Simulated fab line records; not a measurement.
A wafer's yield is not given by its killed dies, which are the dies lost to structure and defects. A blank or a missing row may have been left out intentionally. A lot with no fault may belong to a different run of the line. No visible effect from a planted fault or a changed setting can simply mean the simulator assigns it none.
Matching of chambers ; flow n5Finfet ; 4 sister chambers for N5_SD_EPI_N_ETCH_35 on rieDiel-05
The step etches SOC in N2/H2, overetch 108 nm, time 486 s. 8 wafers are shown with their chamber, then 8 later ones without.

== WAFERS WITH THEIR CHAMBER ==
wafer;chamber;showerheadPlenumPTorr (Torr);oesProductAu (a.u.)
L262.3;0;2.59;0.84
L264.2;1;2.49;0.62
L264.6;3;2.49;0.61
L263.5;1;2.48;0.62
L263.6;0;2.59;0.83
L265.4;2;2.65;0.69
L265.6;3;2.49;0.60
L267.1;2;2.65;0.69

== WAFERS MISSING THEIR CHAMBER ==
wafer;showerheadPlenumPTorr (Torr);oesProductAu (a.u.)
L267.2;2.49;0.60
L267.6;2.65;0.69
L268.1;2.59;0.81
L268.3;2.59;0.81
L268.4;2.49;0.60
L282.2;2.47;0.82
L282.5;2.57;0.75
L282.6;2.47;0.82

== WHICH CHAMBER EACH ONE RAN IN ==
wafer;from the rows above;in truth
L267.2;3;3
L267.6;2;2
L268.1;0;0
L268.3;0;0
L268.4;3;3
L282.2;0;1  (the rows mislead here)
L282.5;0;0
L282.6;0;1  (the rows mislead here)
Correct placement for 6 of the 8. Number that these rows cannot place: 0. Number placed wrongly: 2.
How it was worked out, from the rows above alone: a wafer's distance from a chamber is the root of the sum, over the readings, of the square of ((its reading less the chamber's mean) divided by the reading's scatter). The wafer belongs to the nearest chamber; if the next one is less than 2 further off, it can't be placed. The mean given for a chamber averages the wafers shown for that chamber. The scatter is the square root of a quotient: the sum, over the shown wafers, of each reading's squared deviation from its chamber's mean, divided by wafers minus chambers.
